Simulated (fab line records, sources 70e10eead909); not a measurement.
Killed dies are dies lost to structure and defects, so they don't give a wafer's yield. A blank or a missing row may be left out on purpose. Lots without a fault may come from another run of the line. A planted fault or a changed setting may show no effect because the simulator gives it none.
fab line records | flow nand_harc
record lots=5 wafers=15 last_day=23
route steps=1159 shown A_CONTACT@895
lots that met no fault: from a run of the same line without faults
start_h: hours from the record's first day to the start of the lot's first wafer shown | wait_h: hours since the lot's step before | " the same as in the row above | L1.1+2: a row that stands for several wafers | - no value, or no start given | * or withheld: withheld | < > ~ a bound
route shown NAME@n: a module of which the file shows steps, and the number in the route of the first | usual: mean/standard deviation of fault-free wafers | same: alike in all rows | chamber/n: place in a boat | sites: the reading at each site | _std_site: their standard deviation | _edge_site: outer sites' mean less inner sites' | radius_mm: how far each site lies from the wafer's centre | mask NAME#n: copy n | behind: the tool/chamber that last shaped the wafer | hold: why the lot was held/for how many hours/how that ended | device: the transistor (n, p or np) that didn't switch | end of line: the same wafers' tests at the end of the route | a step without rows: its recipe alone | killed: dies lost to structure and defects at the first sort, not the wafer's yield | map: a wafer's dies, x killed, . not, _ none there
set.NAME: the setting as run; set.NAME@STEP: as run at that earlier step | model.NAME: the simulator's own value behind a step, which no gauge read
lots at some steps of the route; a table a step, a row a wafer
services: from which hour (start_h, from the record's first day; less than 0 if before it) a tool's chamber was out of use, for how many hours, and why
## steps
# step NHARC_A_CONTACT_DEVELOP_68
# recipe develop_time_s=35 dev_temp_c=23
# columns lot.wafer tool chamber start_h wait_h
L078.2+3+4 litho_track-04 0 - -
L080.1+2+5 litho_track-01 0 - -
L089.2+3+4 litho_track-01 0 - -
L095.1+2+4 litho_track-01 0 - -
L096.3+5+6 litho_track-06 0 - -
# step NHARC_A_CONTACT_CD_MEAS_69
# recipe target_cd_nm=200 landing_energy_ev=500
# usual cd_nm=199.9/0.62
# columns lot.wafer tool chamber start_h wait_h cd_nm
L078.2 cd_sem-02 0 410.09 - 199.4
L078.3 " 0 " " 200.0
L078.4 " 0 " " 199.5
L080.1 cd_sem-02 0 430.31 - 200.4
L080.2 " 0 " " 200.2
L080.5 " 0 " " 200.7
L089.2 cd_sem-02 0 461.02 - 199.3
L089.3 " 0 " " 199.7
L089.4 " 0 " " 199.8
L095.1 cd_sem-03 0 493.04 - 200.2
L095.2 " 0 " " 200.3
L095.4 " 0 " " 200.8
L096.3 cd_sem-01 0 494.11 - 199.9
L096.5 " 0 " " 201.2
L096.6 " 0 " " 199.9
# step NHARC_A_CONTACT_OVL_MEAS_70
# usual overlay_x_nm=0.0/0.84 overlay_y_nm=-0.3/0.87
# columns lot.wafer tool chamber start_h wait_h overlay_x_nm overlay_y_nm
L078.2 overlay-01 - 410.17 - -0.3 0.1
L078.3 " - " " -0.2 0.0
L078.4 " - " " 0.0 0.5
L080.1 overlay-01 - 430.40 - -0.5 -0.4
L080.2 " - " " -0.2 -1.0
L080.5 " - " " 0.3 0.1
L089.2 overlay-01 - 461.11 - 0.8 -0.7
L089.3 " - " " 0.9 -0.4
L089.4 " - " " 0.5 -0.4
L095.1 overlay-01 - 493.13 - 0.6 -1.0
L095.2 " - " " 0.0 0.2
L095.4 " - " " 0.2 0.6
L096.3 overlay-02 - 494.19 - -1.0 1.4
L096.5 " - " " -1.1 0.7
L096.6 " - " " -1.1 1.5
# step NHARC_A_CONTACT_INSPECT_71
# usual raw_defect_count=28/12
# columns lot.wafer tool chamber start_h wait_h raw_defect_count
L078.2 defect_inspect-01 - 410.21 0.0 42
L078.3 " - " " 38
L078.4 " - " " 38
L080.1 defect_inspect-02 - 430.43 0.0 18
L080.2 " - " " 19
L080.5 " - " " 12
L089.2 defect_inspect-02 - 461.15 0.0 52
L089.3 " - " " 34
L089.4 " - " " 57
L095.1 defect_inspect-02 - 493.16 0.0 31
L095.2 " - " " 39
L095.4 " - " " 22
L096.3 defect_inspect-02 - 494.23 0.0 29
L096.5 " - " " 36
L096.6 " - " " 35
# step NHARC_A_CONTACT_DESCUM_74
# recipe time_s=3 o2_flow_sccm=200 ar_flow_sccm=0 bias_power_w=0 chemistry=O2
# usual drypump_motor_current_A=5.5/0.49 o2_flow_sccm=200.1/0.56 oes_product_au=0.999/0.0081 rf_vpp_V=57.6/1 showerhead_plenum_p_Torr=1.87/0.092 throttle_valve_pct=11.310/0.0093
# same time_s=3
# columns lot.wafer tool chamber start_h wait_h drypump_motor_current_A o2_flow_sccm oes_product_au rf_hours_counter_h rf_vpp_V showerhead_plenum_p_Torr throttle_valve_pct
L078.2 rie_diel-04 3 410.27 0.1 6.2 200.9 0.997 35 56.9 1.81 11.296
L078.3 " 1 " " 6.5 199.5 1.019 47 59.1 1.90 11.307
L078.4 " 1 " " 6.5 199.8 1.016 - 57.3 1.90 11.315
L080.2 rie_diel-01 0 430.51 0.1 4.8 200.4 0.990 16 58.1 2.00 11.308
L080.1 " 1 " " 5.0 200.0 1.006 17 59.1 1.84 11.304
L080.5 " 2 " " 5.3 200.6 1.005 - 57.4 1.80 11.305
L089.4 rie_diel-01 0 461.21 0.1 4.9 200.6 1.002 26 59.1 1.99 11.313
L089.2 " 1 " " 5.1 200.5 0.998 27 56.5 1.83 11.306
L089.3 " 2 " " 5.3 199.2 1.000 27 56.8 1.79 11.303
L095.1 rie_diel-13 2 493.23 0.1 5.8 200.9 0.991 8 58.3 1.85 11.318
L095.2 " 3 " " 5.5 199.8 0.981 9 59.1 2.03 11.316
L095.4 " 0 " " 5.3 200.4 0.992 10 58.7 1.79 11.314
L096.3 rie_diel-13 2 494.30 0.1 5.8 200.2 0.994 9 59.3 1.85 11.311
L096.5 " 1 " " 6.3 199.6 0.999 - 58.9 1.87 11.318
L096.6 " 2 " " 5.8 199.4 0.997 - 57.1 1.85 11.322
# step NHARC_A_CONTACT_ETCH_75
# recipe target_depth_a=390 over_etch_frac=0.3 time_s=65 ion_energy_ev=80 cf4_flow_sccm=150 ar_flow_sccm=0 rf_w=300 bias_w=100 chemistry=CF4
# usual drypump_motor_current_A=5.5/0.49 oes_product_au=1.001/0.0068 rf_vpp_V=150.9/1.2 showerhead_plenum_p_Torr=1.73/0.079 throttle_valve_pct=13.285/0.0089
# same time_s=65
# columns lot.wafer tool chamber start_h wait_h drypump_motor_current_A oes_product_au rf_hours_counter_h rf_vpp_V showerhead_plenum_p_Torr throttle_valve_pct
L078.3 rie_diel-04 2 410.38 0.1 6.3 1.000 43 152.4 1.90 13.279
L078.2 " 3 " " 6.2 0.997 35 148.9 1.68 13.297
L078.4 " 1 " " 6.5 1.022 - 149.9 1.76 13.281
L080.2 rie_diel-01 3 430.58 0.1 5.9 0.998 18 150.0 1.66 13.284
L080.1 " 1 " " 5.1 0.993 17 149.8 1.70 13.289
L080.5 " 3 " " 5.9 0.998 - 150.4 1.66 13.288
L089.2 rie_diel-01 3 461.35 0.1 5.9 1.017 28 149.6 1.66 13.278
L089.3 " 0 " " 4.9 0.995 26 151.1 1.84 13.282
L089.4 " 1 " " 5.1 0.999 27 149.7 1.70 13.268
L095.4 rie_diel-13 1 493.31 0.1 6.3 1.005 9 150.3 1.73 13.282
L095.2 " 2 " " 5.8 1.001 8 151.0 1.71 13.280
L095.1 " 0 " " 5.3 0.993 10 149.5 1.66 13.297
L096.3 rie_diel-13 1 494.38 0.1 6.3 0.998 10 151.1 1.73 13.303
L096.5 " 1 " " 6.3 1.012 - 149.8 1.73 13.280
L096.6 " 2 " " 5.8 0.998 - 150.8 1.71 13.289
# step NHARC_A_CONTACT_ETCH_76
# recipe target_depth_a=2600 over_etch_frac=0.3 time_s=475.3 ion_energy_ev=200 n2_flow_sccm=150 h2_flow_sccm=150 ar_flow_sccm=0 rf_w=400 bias_w=150 chemistry=N2/H2
# usual drypump_motor_current_A=5.5/0.49 oes_product_au=1.000/0.0085 rf_vpp_V=429.3/2.9 showerhead_plenum_p_Torr=1.99/0.1 throttle_valve_pct=14.172/0.0091
# same time_s=475.3
# columns lot.wafer tool chamber start_h wait_h drypump_motor_current_A oes_product_au rf_hours_counter_h rf_vpp_V showerhead_plenum_p_Torr throttle_valve_pct
L078.3 rie_diel-04 2 - - 6.3 1.004 43 434.2 2.20 14.159
L078.2 " 1 " " 6.5 1.026 47 431.2 2.03 14.173
L078.4 " 1 " " 6.5 1.020 - 431.4 2.03 14.180
L080.2 rie_diel-01 3 - - 5.9 1.002 19 426.5 1.90 14.184
L080.1 " 1 " " 5.1 1.003 18 427.9 1.95 14.177
L080.5 " 3 " " 5.9 1.002 - 425.4 1.90 14.167
L089.3 rie_diel-01 1 - - 5.1 0.989 27 427.5 1.95 14.165
L089.2 " 2 " " 5.4 1.000 27 426.2 1.91 14.171
L089.4 " 3 " " 5.9 0.992 29 426.8 1.90 14.161
L095.1 rie_diel-13 1 - - 6.3 1.010 10 430.2 1.99 14.165
L095.2 " 2 " " 5.8 1.012 8 429.2 1.97 14.167
L095.4 " 0 " " 5.3 0.987 10 426.9 1.90 14.191
L096.3 rie_diel-13 0 - - 5.3 0.988 11 425.7 1.90 14.184
L096.6 " 3 " " 5.4 0.994 - 434.6 2.17 14.183
L096.5 " 0 " " 5.3 0.994 - 426.5 1.90 14.175
# step NHARC_A_CONTACT_ETCH_77
# recipe target_depth_a=726 time_s=36.3 cf4_flow_sccm=100 chf3_flow_sccm=30 ar_flow_sccm=0 rf_w=500 bias_w=200 chemistry=CF4/CHF3
# usual drypump_motor_current_A=5.5/0.5 oes_product_au=0.939/0.022 rf_vpp_V=369.6/2.6 showerhead_plenum_p_Torr=1.55/0.074 throttle_valve_pct=16.802/0.0096
# same time_s=36.3
# columns lot.wafer tool chamber start_h wait_h drypump_motor_current_A oes_product_au rf_hours_counter_h rf_vpp_V showerhead_plenum_p_Torr throttle_valve_pct
L078.2 rie_diel-04 1 - - 6.5 0.965 47 370.6 1.57 16.808
L078.3 " 2 " " 6.3 0.938 43 373.5 1.69 16.793
L078.4 " 2 " " 6.3 0.940 - 373.9 1.69 16.783
L080.1 rie_diel-01 1 - - 5.0 0.919 18 367.8 1.51 16.802
L080.2 " 3 " " 5.9 0.938 19 367.1 1.48 16.796
L080.5 " 0 " " 4.8 0.929 - 372.0 1.64 16.808
L089.4 rie_diel-01 0 - - 4.9 0.949 26 373.1 1.64 16.786
L089.2 " 2 " " 5.3 0.969 28 367.9 1.48 16.806
L089.3 " 3 " " 5.9 0.972 29 367.7 1.47 16.783
L095.2 rie_diel-13 0 - - 5.3 0.922 10 367.2 1.48 16.809
L095.4 " 1 " " 6.3 0.922 10 370.5 1.54 16.802
L095.1 " 2 " " 5.8 0.920 9 368.1 1.52 16.805
L096.3 rie_diel-13 3 - - 5.4 0.973 10 373.0 1.66 16.783
L096.6 " 0 " " 5.3 0.982 - 367.7 1.48 16.804
L096.5 " 1 " " 6.3 0.967 - 368.8 1.54 16.769
# step NHARC_A_CONTACT_ETCH_78
# recipe target_depth_a=28000 over_etch_frac=0.3 time_s=728 ion_energy_ev=150 o2_flow_sccm=400 cos_flow_sccm=20 ar_flow_sccm=0 rf_w=500 bias_w=300 chemistry=O2/COS
# usual drypump_motor_current_A=5.5/0.49 o2_flow_sccm=400.0/1.2 oes_product_au=1.000/0.0093 rf_vpp_V=313.2/2.2 showerhead_plenum_p_Torr=3.06/0.15 throttle_valve_pct=28.329/0.009
# same time_s=728
# columns lot.wafer tool chamber start_h wait_h drypump_motor_current_A o2_flow_sccm oes_product_au rf_hours_counter_h rf_vpp_V showerhead_plenum_p_Torr throttle_valve_pct
L078.3 rie_diel-04 3 - - 6.1 401.3 1.009 36 311.3 2.97 28.331
L078.2 " 2 " " 6.3 399.8 1.010 44 317.1 3.35 28.324
L078.4 " 1 " " 6.6 401.4 1.025 - 313.5 3.11 28.333
L080.1 rie_diel-01 3 - - 5.9 399.4 1.008 19 311.6 2.93 28.336
L080.2 " 2 " " 5.4 399.9 1.010 19 310.8 2.94 28.326
L080.5 " 3 " " 5.9 400.0 1.004 - 312.0 2.93 28.319
L089.2 rie_diel-01 2 - - 5.3 400.2 1.003 28 311.3 2.94 28.318
L089.4 " 3 " " 5.9 398.2 1.009 29 312.8 2.93 28.326
L089.3 " 0 " " 4.8 400.1 0.996 26 315.5 3.24 28.325
L095.2 rie_diel-13 1 - - 6.3 399.1 1.001 10 311.2 3.05 28.323
L095.4 " 3 " " 5.4 400.8 0.978 9 316.6 3.30 28.333
L095.1 " 0 " " 5.3 400.5 0.992 11 311.0 2.93 28.328
L096.3 rie_diel-13 0 - - 5.3 399.5 0.999 11 311.0 2.93 28.308
L096.6 " 3 " " 5.4 401.2 0.988 - 316.9 3.30 28.330
L096.5 " 0 " " 5.3 400.6 0.998 - 310.9 2.93 28.329
# step NHARC_A_CONTACT_ETCH_124
# recipe source_w=withheld pressure_mtorr=20 bias_v=withheld time_s=140 target_depth_a=7000 ar_flow_sccm=withheld c4f8_flow_sccm=withheld o2_flow_sccm=withheld chemistry=C4F8/O2/Ar
# usual oes_air_line_au=0.999/0.021
# same time_s=140
# columns lot.wafer tool chamber start_h wait_h oes_air_line_au rf_hours_counter_h
L078.2 har_cap_etch-03 1 411.78 - 1.014 86
L078.4 " 0 " " 1.022 -
L078.3 " 1 " " 0.986 -
L080.1 har_cap_etch-01 0 431.63 - 0.984 65
L080.2 " 1 " " 1.011 65
L080.5 " 0 " " 1.011 -
L089.2 har_cap_etch-01 0 462.51 - 0.988 74
L089.4 " 1 " " 0.991 -
L089.3 " 0 " " 0.973 -
L095.1 har_cap_etch-02 1 494.48 - 0.979 34
L095.2 " 0 " " 1.018 34
L095.4 " 0 " " 1.039 -
L096.3 har_cap_etch-03 0 495.60 - 0.991 -
L096.5 " 0 " " 0.941 -
L096.6 " 1 " " 1.019 -
# step NHARC_A_CONTACT_ETCH_125
# recipe source_w=withheld pressure_mtorr=20 bias_v=1200 time_s=155 target_depth_a=9560 ar_flow_sccm=withheld c4f8_flow_sccm=withheld o2_flow_sccm=withheld chemistry=C4F8/O2/Ar
# usual oes_air_line_au=1.001/0.018
# same time_s=155
# columns lot.wafer tool chamber start_h wait_h oes_air_line_au rf_hours_counter_h
L078.2 har_cap_etch-03 1 411.97 0.2 0.978 87
L078.4 " 0 " " 1.022 -
L078.3 " 1 " " 0.994 -
L080.1 har_cap_etch-01 0 431.84 0.2 0.981 65
L080.2 " 1 " " 0.968 65
L080.5 " 0 " " 1.024 -
L089.2 har_cap_etch-01 0 462.70 0.2 1.005 74
L089.4 " 1 " " 1.018 -
L089.3 " 0 " " 1.021 -
L095.1 har_cap_etch-02 1 494.68 0.2 1.007 34
L095.2 " 0 " " 1.016 34
L095.4 " 0 " " 0.993 -
L096.3 har_cap_etch-03 0 495.79 0.1 1.009 -
L096.5 " 0 " " 1.004 -
L096.6 " 1 " " 0.995 -
# step NHARC_A_CONTACT_ETCH_126
# recipe source_w=withheld pressure_mtorr=20 bias_v=1200 time_s=155 target_depth_a=9560 ar_flow_sccm=withheld c4f8_flow_sccm=withheld o2_flow_sccm=withheld chemistry=C4F8/O2/Ar
# usual oes_air_line_au=1.000/0.021
# same time_s=155
# columns lot.wafer tool chamber start_h wait_h oes_air_line_au rf_hours_counter_h
L078.2 har_cap_etch-03 1 412.11 0.1 1.016 87
L078.4 " 0 " " 1.001 -
L078.3 " 1 " " 1.012 -
L080.1 har_cap_etch-01 0 431.98 0.1 0.983 65
L080.2 " 1 " " 0.985 65
L080.5 " 0 " " 1.011 -
L089.2 har_cap_etch-01 0 462.84 0.1 1.009 74
L089.4 " 1 " " 1.020 -
L089.3 " 0 " " 0.964 -
L095.1 har_cap_etch-02 1 494.82 0.1 1.007 34
L095.2 " 0 " " 1.041 34
L095.4 " 0 " " 1.021 -
L096.3 har_cap_etch-03 0 495.93 0.1 0.992 -
L096.5 " 0 " " 0.973 -
L096.6 " 1 " " 1.017 -
# step NHARC_A_CONTACT_ETCH_127
# recipe source_w=withheld pressure_mtorr=20 bias_v=1200 time_s=155 target_depth_a=9560 ar_flow_sccm=withheld c4f8_flow_sccm=withheld o2_flow_sccm=withheld chemistry=C4F8/O2/Ar
# usual oes_air_line_au=1.000/0.019
# same time_s=155
# columns lot.wafer tool chamber start_h wait_h oes_air_line_au rf_hours_counter_h
L078.2 har_cap_etch-03 1 412.25 0.1 0.985 87
L078.4 " 0 " " 0.999 -
L078.3 " 1 " " 0.997 -
L080.1 har_cap_etch-01 0 432.12 0.1 1.028 66
L080.2 " 1 " " 1.000 66
L080.5 " 0 " " 1.005 -
L089.2 har_cap_etch-01 0 462.99 0.1 0.974 74
L089.4 " 1 " " 1.006 -
L089.3 " 0 " " 0.994 -
L095.1 har_cap_etch-02 1 494.96 0.1 1.001 34
L095.2 " 0 " " 1.024 34
L095.4 " 0 " " 1.026 -
L096.3 har_cap_etch-03 0 496.07 0.1 0.982 -
L096.5 " 0 " " 0.999 -
L096.6 " 1 " " 0.983 -
# step NHARC_A_CONTACT_ETCH_128
# recipe source_w=withheld pressure_mtorr=20 bias_v=1200 time_s=155 target_depth_a=9560 ar_flow_sccm=withheld c4f8_flow_sccm=withheld o2_flow_sccm=withheld chemistry=C4F8/O2/Ar
# usual oes_air_line_au=1.003/0.02
# same time_s=155
# columns lot.wafer tool chamber start_h wait_h oes_air_line_au rf_hours_counter_h
L078.2 har_cap_etch-03 1 412.40 0.1 0.990 87
L078.4 " 0 " " 1.010 -
L078.3 " 1 " " 0.969 -
L080.1 har_cap_etch-01 0 432.26 0.1 0.999 66
L080.2 " 1 " " 0.987 66
L080.5 " 0 " " 1.001 -
L089.2 har_cap_etch-01 0 463.13 0.1 0.963 74
L089.4 " 1 " " 1.031 -
L089.3 " 0 " " 1.001 -
L095.1 har_cap_etch-02 1 495.10 0.1 1.020 34
L095.2 " 0 " " 0.982 34
L095.4 " 0 " " 0.986 -
L096.3 har_cap_etch-03 0 496.21 0.1 1.016 -
L096.5 " 0 " " 1.013 -
L096.6 " 1 " " 1.019 -
# step NHARC_A_CONTACT_ETCH_129
# recipe source_w=withheld pressure_mtorr=20 bias_v=1200 time_s=155 target_depth_a=9560 ar_flow_sccm=withheld c4f8_flow_sccm=withheld o2_flow_sccm=withheld chemistry=C4F8/O2/Ar
# usual oes_air_line_au=0.998/0.025
# same time_s=155
# columns lot.wafer tool chamber start_h wait_h oes_air_line_au rf_hours_counter_h
L078.2 har_cap_etch-03 1 412.54 0.1 1.000 87
L078.4 " 0 " " 0.982 -
L078.3 " 1 " " 0.998 -
L080.1 har_cap_etch-01 0 432.40 0.1 0.981 66
L080.2 " 1 " " 0.983 66
L080.5 " 0 " " 0.982 -
L089.2 har_cap_etch-01 0 463.27 0.1 0.943 74
L089.4 " 1 " " 0.979 -
L089.3 " 0 " " 0.986 -
L095.1 har_cap_etch-02 1 495.24 0.1 0.988 35
L095.2 " 0 " " 1.003 35
L095.4 " 0 " " 1.022 -
L096.3 har_cap_etch-03 0 496.35 0.1 0.966 -
L096.5 " 0 " " 0.939 -
L096.6 " 1 " " 1.018 -
# step NHARC_A_CONTACT_ETCH_130
# recipe source_w=withheld pressure_mtorr=20 bias_v=1200 time_s=155 target_depth_a=9560 ar_flow_sccm=withheld c4f8_flow_sccm=withheld o2_flow_sccm=withheld chemistry=C4F8/O2/Ar
# usual oes_air_line_au=1.003/0.019
# same time_s=155
# columns lot.wafer tool chamber start_h wait_h oes_air_line_au rf_hours_counter_h
L078.2 har_cap_etch-03 1 412.68 0.1 0.989 87
L078.4 " 0 " " 0.982 -
L078.3 " 1 " " 1.004 -
L080.1 har_cap_etch-01 0 432.55 0.1 0.984 66
L080.2 " 1 " " 0.998 66
L080.5 " 0 " " 0.995 -
L089.2 har_cap_etch-01 0 463.41 0.1 1.021 74
L089.4 " 1 " " 1.007 -
L089.3 " 0 " " 1.016 -
L095.1 har_cap_etch-02 1 495.39 0.1 0.998 35
L095.2 " 0 " " 0.969 35
L095.4 " 0 " " 1.012 -
L096.3 har_cap_etch-03 0 496.49 0.1 1.003 -
L096.5 " 0 " " 0.990 -
L096.6 " 1 " " 1.015 -
# step NHARC_A_CONTACT_ETCH_131
# recipe source_w=withheld pressure_mtorr=20 bias_v=1200 time_s=155 target_depth_a=9560 ar_flow_sccm=withheld c4f8_flow_sccm=withheld o2_flow_sccm=withheld chemistry=C4F8/O2/Ar
# usual oes_air_line_au=1.000/0.02
# same time_s=155
# columns lot.wafer tool chamber start_h wait_h oes_air_line_au rf_hours_counter_h
L078.2 har_cap_etch-03 1 412.82 0.1 0.978 87
L078.4 " 0 " " 1.026 -
L078.3 " 1 " " 1.010 -
L080.1 har_cap_etch-01 0 432.69 0.1 1.039 66
L080.2 " 1 " " 1.012 66
L080.5 " 0 " " 1.008 -
L089.2 har_cap_etch-01 0 463.55 0.1 0.992 75
L089.4 " 1 " " 1.017 -
L089.3 " 0 " " 0.995 -
L095.1 har_cap_etch-02 1 495.53 0.1 0.983 35
L095.2 " 0 " " 0.975 35
L095.4 " 0 " " 0.995 -
L096.3 har_cap_etch-03 0 496.63 0.1 0.998 -
L096.5 " 0 " " 0.980 -
L096.6 " 1 " " 1.042 -
# step NHARC_A_CONTACT_ETCH_132
# recipe source_w=withheld pressure_mtorr=20 bias_v=1200 time_s=156 target_depth_a=9580 ar_flow_sccm=withheld c4f8_flow_sccm=withheld o2_flow_sccm=withheld chemistry=C4F8/O2/Ar
# usual oes_air_line_au=1.003/0.019
# same time_s=156
# columns lot.wafer tool chamber start_h wait_h oes_air_line_au rf_hours_counter_h
L078.2 har_cap_etch-03 1 412.96 0.1 1.021 87
L078.4 " 0 " " 0.998 -
L078.3 " 1 " " 1.003 -
L080.1 har_cap_etch-01 0 432.83 0.1 1.012 66
L080.2 " 1 " " 1.038 66
L080.5 " 0 " " 0.982 -
L089.2 har_cap_etch-01 0 463.70 0.1 1.018 75
L089.4 " 1 " " 1.012 -
L089.3 " 0 " " 1.000 -
L095.1 har_cap_etch-02 1 495.67 0.1 1.008 35
L095.2 " 0 " " 0.991 35
L095.4 " 0 " " 1.022 -
L096.3 har_cap_etch-03 0 496.77 0.1 1.000 -
L096.5 " 0 " " 1.019 -
L096.6 " 1 " " 0.979 -
# step NHARC_A_CONTACT_ETCH_133
# recipe source_w=withheld pressure_mtorr=20 bias_v=400 time_s=195 target_depth_a=8400 ar_flow_sccm=withheld c4f8_flow_sccm=11.5 o2_flow_sccm=7.2 chemistry=C4F8/O2/Ar
# usual oes_air_line_au=0.997/0.021
# same time_s=195
# columns lot.wafer tool chamber start_h wait_h oes_air_line_au rf_hours_counter_h
L078.2 har_cap_etch-03 1 413.13 0.1 1.000 88
L078.4 " 0 " " 1.014 -
L078.3 " 1 " " 0.963 -
L080.1 har_cap_etch-01 0 432.97 0.1 1.021 66
L080.2 " 1 " " 0.992 66
L080.5 " 0 " " 1.026 -
L089.2 har_cap_etch-01 0 463.86 0.1 0.978 75
L089.4 " 1 " " 0.999 -
L089.3 " 0 " " 0.991 -
L095.1 har_cap_etch-02 1 495.81 0.1 0.953 35
L095.2 " 0 " " 0.977 35
L095.4 " 0 " " 0.992 -
L096.3 har_cap_etch-03 0 496.96 0.2 0.998 -
L096.5 " 0 " " 0.997 -
L096.6 " 1 " " 0.979 -
# step NHARC_A_CONTACT_ETCH_91
# recipe target_depth_a=400 over_etch_frac=0.5 time_s=85.7 ion_energy_ev=120 ch3f_flow_sccm=50 o2_flow_sccm=30 ar_flow_sccm=200 rf_w=500 bias_w=100 chemistry=CH3F/O2
# usual drypump_motor_current_A=5.7/0.54 o2_flow_sccm=30.00/0.084 oes_product_au=0.95/0.034 rf_vpp_V=243.9/1.9 showerhead_plenum_p_Torr=2.42/0.12 throttle_valve_pct=20.663/0.0081
# same time_s=85.7
# columns lot.wafer tool chamber start_h wait_h drypump_motor_current_A o2_flow_sccm oes_product_au rf_hours_counter_h rf_vpp_V showerhead_plenum_p_Torr throttle_valve_pct
L078.4 rie_diel-13 0 413.65 0.4 5.3 29.96 0.93 49 241.2 2.31 20.665
L078.3 " 2 " " 5.8 30.03 0.93 48 244.4 2.39 20.661
L078.2 " 3 " " 5.4 30.16 0.92 47 247.2 2.61 20.662
L080.2 rie_diel-04 0 433.55 0.5 5.8 29.97 0.92 51 241.7 2.29 20.663
L080.1 " 1 " " 6.6 30.04 0.94 58 244.3 2.44 20.668
L080.5 " 3 " " 6.2 30.17 0.92 - 242.4 2.33 20.652
L089.3 rie_diel-01 3 464.38 0.4 5.9 29.82 0.92 29 241.4 2.30 20.677
L089.4 " 1 " " 5.1 30.04 0.92 28 243.0 2.36 20.648
L089.2 " 2 " " 5.3 30.04 0.94 28 242.0 2.31 20.664
L095.4 rie_diel-04 1 496.39 0.4 6.6 29.94 1.01 6 243.4 2.43 20.671
L095.1 " 2 " " 6.3 29.99 0.99 6 245.5 2.63 20.666
L095.2 " 0 " " 5.8 30.02 1.00 6 246.3 2.66 20.664
L096.3 rie_diel-13 1 497.47 0.5 6.3 29.97 0.92 12 243.4 2.40 20.658
L096.6 " 0 " " 5.3 29.96 0.92 - 243.4 2.30 20.667
L096.5 " 1 " " 6.3 29.99 0.93 - 243.9 2.40 20.669
# step NHARC_A_CONTACT_ETCH_97
# recipe target_depth_a=200 over_etch_frac=0.5 time_s=10 ion_energy_ev=250 c4f6_flow_sccm=25 o2_flow_sccm=20 ar_flow_sccm=500 rf_w=600 bias_w=500 chemistry=C4F6/O2
# usual drypump_motor_current_A=5.7/0.54 o2_flow_sccm=20.01/0.061 oes_product_au=0.964/0.025 rf_vpp_V=546/3.9 showerhead_plenum_p_Torr=3.86/0.19 throttle_valve_pct=26.904/0.0099
# same time_s=10
# columns lot.wafer tool chamber start_h wait_h drypump_motor_current_A o2_flow_sccm oes_product_au rf_hours_counter_h rf_vpp_V showerhead_plenum_p_Torr throttle_valve_pct
L078.3 rie_diel-13 0 - - 5.3 20.12 0.965 49 543 3.70 26.918
L078.4 " 2 " " 5.8 19.95 0.953 49 544 3.82 26.909
L078.2 " 3 " " 5.4 20.02 0.940 47 552 4.16 26.909
L080.1 rie_diel-04 3 - - 6.2 20.10 0.954 44 544 3.73 26.907
L080.2 " 0 " " 5.8 20.02 0.954 51 542 3.67 26.899
L080.5 " 2 " " 6.3 20.14 0.932 - 552 4.19 26.885
L089.4 rie_diel-01 2 - - 5.4 20.02 0.941 28 542 3.70 26.903
L089.2 " 3 " " 5.9 20.03 0.962 29 543 3.69 26.915
L089.3 " 1 " " 5.1 20.12 0.927 28 543 3.77 26.900
L095.4 rie_diel-04 0 - - 5.8 20.05 0.987 6 553 4.22 26.905
L095.1 " 1 " " 6.6 20.03 1.013 6 548 3.89 26.921
L095.2 " 3 " " 6.1 20.13 1.018 7 543 3.72 26.903
L096.3 rie_diel-13 1 497.70 0.2 6.3 19.95 0.973 12 545 3.84 26.898
L096.5 " 1 " " 6.3 20.02 0.974 - 545 3.84 26.926
L096.6 " 3 " " 5.4 20.02 0.973 - 550 4.14 26.915
# step NHARC_A_CONTACT_CD_MEAS_80
# usual cd_nm=189.7/0.71
# columns lot.wafer tool chamber start_h wait_h cd_nm
L078.2 cd_sem-02 - 413.87 - 190.2
L078.3 " - " " 189.6
L078.4 " - " " 189.7
L080.1 cd_sem-01 - 433.76 - 189.1
L080.2 " - " " 189.7
L080.5 " - " " 188.9
L089.2 cd_sem-02 - 464.60 - 188.0
L089.3 " - " " 188.0
L089.4 " - " " 188.5
L095.1 cd_sem-03 - 496.61 - 189.8
L095.2 " - " " 189.8
L095.4 " - " " 189.4
L096.3 cd_sem-03 - 497.79 - 190.3
L096.5 " - " " 190.2
L096.6 " - " " 189.7
# step NHARC_A_CONTACT_STRIP_103
# recipe n2_flow_sccm=150 h2_flow_sccm=150 ar_flow_sccm=0 bias_w=0 chemistry=N2/H2
# columns lot.wafer tool chamber start_h wait_h
L078.2+4+3 rie_diel-01 3,1,2 413.94 0.1
L080.2+1+5 rie_diel-04 2,3,2 433.83 0.1
L089.2+4+3 rie_diel-01 0,2,3 464.67 0.1
L095.1+4+2 rie_diel-04 1,2,3 496.72 0.1
L096.3+5+6 rie_diel-04 0,2,3 497.88 0.1
# step NHARC_A_CONTACT_STRIP_104
# recipe cf4_flow_sccm=100 chf3_flow_sccm=30 ar_flow_sccm=0 bias_w=0 chemistry=CF4/CHF3
# columns lot.wafer tool chamber start_h wait_h
L078.4+3+2 rie_diel-01 1,2,3 414.04 0.1
L080.1+2+5 rie_diel-04 2,3,2 434.01 0.2
L089.4+3+2 rie_diel-01 1,2,3 464.77 0.1
L095.2+1+4 rie_diel-04 0,1,2 497.01 0.3
L096.3+6+5 rie_diel-04 2,1,2 498.04 0.1
# step NHARC_A_CONTACT_STRIP_105
# recipe o2_flow_sccm=400 cos_flow_sccm=20 ar_flow_sccm=0 bias_w=0 chemistry=O2/COS
# columns lot.wafer tool chamber start_h wait_h
L078.4+2+3 rie_diel-01 2,0,1 414.10 0.1
L080.1+2+5 rie_diel-04 2,3,1 434.07 0.1
L089.3+4+2 rie_diel-01 3,0,1 464.83 0.1
L095.1+4+2 rie_diel-04 2,3,1 497.11 0.1
L096.3+6+5 rie_diel-04 2,3,0 498.15 0.1
## services
# columns tool chamber start_h hours kind
rie_diel-01 0 391.93 6.4 repair
rie_diel-01 1 397.39 - clean
rie_diel-01 2 397.39 - clean
rie_diel-01 3 397.39 - clean
rie_diel-04 0 397.74 - clean
rie_diel-04 1 397.74 - clean
rie_diel-04 2 397.74 - clean
rie_diel-04 3 397.74 - clean
rie_diel-04 0 406.09 10.4 repair
rie_diel-13 2 415.09 6.4 repair
rie_diel-01 0 421.96 - clean
rie_diel-01 1 421.96 - clean
rie_diel-01 2 421.96 - clean
rie_diel-01 3 421.96 - clean
rie_diel-04 0 422.24 - clean
rie_diel-01 0 422.42 2.4 repair
litho_track-01 - 443.00 7.0 pm
rie_diel-13 - 453.00 9.0 pm
litho_track-06 - 467.00 7.0 pm
rie_diel-04 - 467.04 9.0 pm
har_cap_etch-01 - 479.00 0.8 repair
litho_track-04 - 491.00 7.0 pm
rie_diel-01 - 491.81 9.0 pm
rie_diel-13 2 494.78 4.1 repair
## key
fault none
